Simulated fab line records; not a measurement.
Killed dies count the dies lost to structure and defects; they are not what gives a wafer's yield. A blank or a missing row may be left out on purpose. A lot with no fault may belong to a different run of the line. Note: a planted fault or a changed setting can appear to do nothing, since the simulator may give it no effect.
Chamber matching | flow n5-finfet | rie-diel-06 running N5_BEOL_M5_DESCUM_16: 4 sister chambers
The step chemistry O2, time 7 s. 4 wafers are shown with their chamber, then 8 later ones without.

## EACH WAFER AND ITS CHAMBER
wafer  | chamber | showerhead-plenum-p-Torr (Torr)
L090.6 | 3       | 2.06
L091.1 | 2       | 2.04
L091.3 | 0       | 2.19
L087.1 | 1       | 2.07

## WAFERS WHOSE CHAMBER IS MISSING
wafer  | showerhead-plenum-p-Torr (Torr)
L087.2 | 2.05
L087.3 | 2.04
L093.2 | 2.05
L093.3 | 2.07
L093.6 | 2.18
L086.3 | 2.04
L086.4 | 2.07
L086.5 | 2.18

## EACH ONE'S CHAMBER
wafer  | from the rows above          | in truth
L087.2 | can't be placed: 2 or 3 or 1 | 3
L087.3 | 2                            | 2
L093.2 | can't be placed: 2 or 3 or 1 | 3
L093.3 | can't be placed: 1 or 3      | 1
L093.6 | 0                            | 0
L086.3 | 2                            | 2
L086.4 | can't be placed: 1 or 3      | 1
L086.5 | 0                            | 0
Correctly placed: 4 of 8. From these rows, 4 cannot be placed; in 4 the true chamber is one of the candidates. 0 placed wrongly.
How it was worked out, from the rows above alone: a wafer's distance from a chamber is the root of the sum, over the readings, of the square of ((its reading less the chamber's mean) divided by the reading's scatter). If the next closest chamber is less than 2 further off than the closest, the wafer can't be placed; otherwise it belongs to the closest. For every chamber, the mean is computed from those of its wafers that are shown. The scatter: root of mean squared gap, hidden wafer to nearest shown wafer, with one shown wafer a chamber.
